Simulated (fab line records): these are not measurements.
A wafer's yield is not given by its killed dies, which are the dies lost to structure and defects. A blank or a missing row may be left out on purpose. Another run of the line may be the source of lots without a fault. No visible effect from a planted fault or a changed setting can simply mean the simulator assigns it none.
A lot that was struck, set against a sound lot | flow nand harc | 39 steps out of a route of 1302
Sound: wafers L542.2, L542.3, L542.4. Struck: wafer L557.3 (L557.1, L557.2, from the same lot, were not struck and are left out); the cause is given at the end.
At each step with rows: each side's tool, then ch and its chambers, then its first start. Under that, the readings that differ: sound wafers | struck wafers | difference of the means | sigmas: that difference in standard deviations of wafers without a fault.
alike: same words and numbers on both sides, and readings whose means sit less than 2 such deviations apart. not compared: any withheld reading, any reading some wafer has no value for, any bound like >300 that may hide the same value, and any number with overlapping values for which the record gives no deviation.
A row with sigmas, a row that says differs or no value, or rows on one side alone: a step with any of these is where the two part. When numbers do not overlap yet have no deviation, they are printed without sigmas and do not part them. Lack of a reading on every wafer of one side parts them only where that side has two or more wafers.

first, 4 steps without rows for these wafers: NHARC_A_STAIRCASE_PEB_07 (peb time 130 s); NHARC_A_STAIRCASE_DEVELOP_08 (time 140 s); NHARC_A_STAIRCASE_HARDBAKE_10 (time 140 s); NHARC_A_STAIRCASE_DESCUM_11 (chemistry O2, time 3 s).
NHARC_A_STAIRCASE_TRIM_12: chemistry O2, time 211.2 s.
  sound on rie diel-03 ch 0,2,3, day 15 18:37; struck on rie diel-03 ch 3, day 22 16:14
  reading                | sound                | struck | difference | sigmas
  rf hours counter h (h) | 19 18 16             | 22     | +4         |
  throttle valve pct (%) | 17.035 17.026 17.021 | 17.048 | +0.021     | +2
  alike: drypump motor current A, oes product au, rf vpp V, showerhead plenum p Torr
then, 2 steps without rows for these wafers: NHARC_A_STAIRCASE_ETCH_13 (etches the open film in C4F8/O2, target depth 100 nm, time 40.5 s); NHARC_A_STAIRCASE_TRIM_14 (chemistry O2, time 211.2 s).
NHARC_A_STAIRCASE_ETCH_15: etches the open film in C4F8/O2, target depth 100 nm, time 40.5 s.
  sound on rie diel-03 ch 0,1,3; struck on rie diel-03 ch 3
  reading                | sound    | struck | difference | sigmas
  rf hours counter h (h) | 14 19 19 | 23     | +6         |
  alike: oes product au, rf vpp V
then, 3 steps without rows for these wafers: NHARC_A_STAIRCASE_TRIM_16 (chemistry O2, time 211.2 s); NHARC_A_STAIRCASE_ETCH_17 (etches the open film in C4F8/O2, target depth 100 nm, time 40.5 s); NHARC_A_STAIRCASE_TRIM_18 (chemistry O2, time 211.2 s).
NHARC_A_STAIRCASE_ETCH_19: etches the open film in C4F8/O2, target depth 100 nm, time 40.5 s.
  sound on rie diel-03 ch 0,2,3, day 15 19:26; struck on rie diel-03 ch 2, day 22 17:53
  reading                | sound    | struck | difference | sigmas
  rf hours counter h (h) | 19 19 17 | 10     | -8         |
  alike: oes product au, rf vpp V
then, 1 step without rows for these wafers: NHARC_A_STAIRCASE_TRIM_20 (chemistry O2, time 211.2 s).
NHARC_A_STAIRCASE_ETCH_21: etches the open film in C4F8/O2, target depth 100 nm, time 40.5 s.
  sound on rie diel-03 ch 0,1,2; struck on rie diel-03 ch 0
  alike: oes product au, rf vpp V
  not compared: rf hours counter h
then, 19 steps without rows for these wafers: NHARC_A_STAIRCASE_TRIM_22 (chemistry O2, time 211.2 s); NHARC_A_STAIRCASE_ETCH_23 (etches the open film in C4F8/O2, target depth 100 nm, time 40.5 s); NHARC_A_STAIRCASE_TRIM_24 (chemistry O2, time 211.2 s); NHARC_A_STAIRCASE_ETCH_25 (etches the open film in C4F8/O2, target depth 100 nm, time 40.5 s); NHARC_A_STAIRCASE_TRIM_26 (chemistry O2, time 211.2 s); NHARC_A_STAIRCASE_ETCH_27 (etches the open film in C4F8/O2, target depth 100 nm, time 40.5 s); NHARC_A_STAIRCASE_STRIP_175 (strips in O2); NHARC_A_STAIRCASE_STRIP_148 (strips in SPM, time 900 s); NHARC_A_STAIRCASE_PRECLEAN_149 (cleans in SC1); NHARC_A_STAIRCASE_SRD_150; NHARC_A_STAIRCASE_DEHYDRATE_176 (time 120 s); NHARC_A_STAIRCASE_HMDS_177 (time 30 s); NHARC_A_STAIRCASE_COAT_178; NHARC_A_STAIRCASE_SOFTBAKE_179 (time 170 s); NHARC_A_STAIRCASE_EBR_180; NHARC_A_STAIRCASE_EXPOSE_181 (exposes mask STAIR 2); NHARC_A_STAIRCASE_PEB_182 (peb time 130 s); NHARC_A_STAIRCASE_DEVELOP_183 (time 140 s); NHARC_A_STAIRCASE_HARDBAKE_185 (time 140 s).
NHARC_A_STAIRCASE_DESCUM_186: chemistry O2, time 3 s.
  sound on rie diel-13 ch 2,3, day 15 22:11; struck on rie diel-12 ch 1, day 22 21:12
  reading                         | sound                | struck | difference | sigmas
  showerhead plenum p Torr (Torr) | 1.83 1.93 1.84       | 2.07   | +0.20      | +2
  throttle valve pct (%)          | 11.320 11.294 11.315 | 11.327 | +0.017     | +2
  alike: drypump motor current A, oes product au, rf vpp V
  not compared: rf hours counter h
then, 3 steps without rows for these wafers: NHARC_A_STAIRCASE_TRIM_187 (chemistry O2, time 211.2 s); NHARC_A_STAIRCASE_ETCH_188 (etches the open film in C4F8/O2, target depth 100 nm, time 40.5 s); NHARC_A_STAIRCASE_TRIM_189 (chemistry O2, time 211.2 s).
NHARC_A_STAIRCASE_ETCH_190: etches the open film in C4F8/O2, target depth 100 nm, time 40.5 s.
  sound on rie diel-13 ch 0,3; struck on rie diel-12 ch 1
  reading      | sound       | struck | difference | sigmas
  rf vpp V (V) | 896 892 890 | 906    | +13        | +2
  alike: oes product au
  not compared: rf hours counter h
-- jump in the record: it breaks off in module A_STAIRCASE and resumes in module END (first step shown: number 1302 of the route), and 8 days separate the struck wafers' starts before and after --
NHARC_END_SORT_01:
  at this point the record logs the struck wafers (prober-01 ch 0, day 31 06:29) and has no rows for the sound ones

== WHERE THEY PART ==
First at NHARC_A_STAIRCASE_TRIM_12; last, within this record, at NHARC_END_SORT_01.

WHY: the cause the simulator had injected
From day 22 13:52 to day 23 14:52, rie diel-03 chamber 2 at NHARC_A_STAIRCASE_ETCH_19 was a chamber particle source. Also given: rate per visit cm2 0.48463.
